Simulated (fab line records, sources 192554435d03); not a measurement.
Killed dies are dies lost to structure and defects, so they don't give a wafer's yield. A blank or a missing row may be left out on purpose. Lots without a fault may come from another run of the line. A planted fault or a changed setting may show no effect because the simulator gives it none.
Split-lot experiment | flow n5_finfet | 7 lots, 21 wafers read, on a route of 1938 steps

THE SPLIT
At N5_BEOL_M3_COAT_73 (time 60 s, resist thk 5 nm), the setting spin_rpm was moved away from the recipe's 1500 rpm on 7 of the 21 wafers read, by -8.7% to -3.3%. The other wafers ran this setting at the recipe's value.

FROM THE SPLIT TO THE READING: what the file shows between them, 7 steps
- N5_BEOL_M3_COAT_05: resist thk 30 nm (also split here: spin_rpm)
- N5_BEOL_M3_EBR_07
- N5_BEOL_M3_SOFTBAKE_06: time 60 s
- N5_BEOL_M3_EXPOSE_08: exposes mask M3
- N5_BEOL_M3_PEB_09: peb time 60 s
- N5_BEOL_M3_DEVELOP_10: develop time 30 s
- N5_BEOL_M3_DESCUM_16: chemistry O2, time 7 s

THE READING
etch.depth_nm (the simulator's own value, which no gauge read), in nm, at N5_BEOL_M3_ETCH_74 (etches underlayer in N2/H2, target depth 6.5 nm, time 5.2 s). The file gives no usual value for it. The 14 wafers here that ran the recipe average 5.013 nm, standard deviation 0.012 nm.

wafer  | tool, chamber at the split | spin_rpm as run, rpm | against the recipe | etch.depth_nm, nm | against lot-mates on the recipe
L077.3 | litho_track-05, 0          | 1500                 | recipe             | 5.018             | -
L077.4 | litho_track-05, 0          | 1500                 | recipe             | 5.007             | -
L077.5 | litho_track-05, 0          | 1393                 | -7.1%              | 5.193             | +0.181
L079.1 | litho_track-05, 0          | 1500                 | recipe             | 5.036             | -
L079.3 | litho_track-05, 0          | 1500                 | recipe             | 5.014             | -
L079.5 | litho_track-05, 0          | 1500                 | recipe             | 5.016             | -
L080.2 | litho_track-03, 0          | 1500                 | recipe             | 5.008             | -
L080.5 | litho_track-03, 0          | 1450                 | -3.3%              | 5.082             | +0.079
L080.6 | litho_track-03, 0          | 1500                 | recipe             | 4.998             | -
L085.1 | litho_track-05, 0          | 1500                 | recipe             | 5.029             | -
L085.5 | litho_track-05, 0          | 1500                 | recipe             | 4.986             | -
L085.6 | litho_track-05, 0          | 1500                 | recipe             | 5.009             | -
L088.2 | litho_track-02, 0          | 1500                 | recipe             | 5.009             | -
L088.3 | litho_track-02, 0          | 1370                 | -8.7%              | 5.232             | +0.223
L088.6 | litho_track-02, 0          | 1370                 | -8.7%              | 5.249             | +0.240
L092.1 | litho_track-05, 0          | 1430                 | -4.7%              | 5.139             | no lot-mate on the recipe
L092.2 | litho_track-05, 0          | 1430                 | -4.7%              | 5.144             | no lot-mate on the recipe
L092.3 | litho_track-05, 0          | 1430                 | -4.7%              | 5.132             | no lot-mate on the recipe
L095.1 | litho_track-05, 0          | 1500                 | recipe             | 5.021             | -
L095.3 | litho_track-05, 0          | 1500                 | recipe             | 5.023             | -
L095.6 | litho_track-05, 0          | 1500                 | recipe             | 5.01              | -

THE FIT
A straight line over all 21 wafers: etch.depth_nm changes by -0.026 nm for each +1% of spin_rpm; r = -0.99; the points scatter about the line by 0.012 nm.
The same after taking each lot's own level away (the mean of its wafers on the recipe; 18 wafers): -0.0263 nm for each +1%; r = -0.99; scatter 0.01 nm.
On that fit, the largest move of spin_rpm shifts the reading by 0.23 nm.
The lots' own levels span 5.0030 to 5.0220 nm, that is 1.6 times the standard deviation above.
So the lot-to-lot level changes the slope little: the two slopes agree.
Check: with one of the wafers moved furthest among these (-8.7%) left out of the fit, the line predicts +0.23 nm for it against its lot-mates. It came out at +0.223 nm against them.

OTHER SPLITS ON THESE WAFERS
These wafers also went through other splits before the reading. Each is held against what the fit with the lots' levels taken away leaves over:
other split on the same wafers | wafers away from the commonest value | r with etch.depth_nm (lot level and that fit taken away)
N5_BEOL_M2_EXPOSE_08 dose_mj   | 8                                    | -0.14
N5_BEOL_M3_COAT_05 spin_rpm    | 8                                    | -0.32

THE FILE'S OWN FIT
etch.depth_nm changes by -0.0259 nm for each +1% of spin_rpm, r = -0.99.
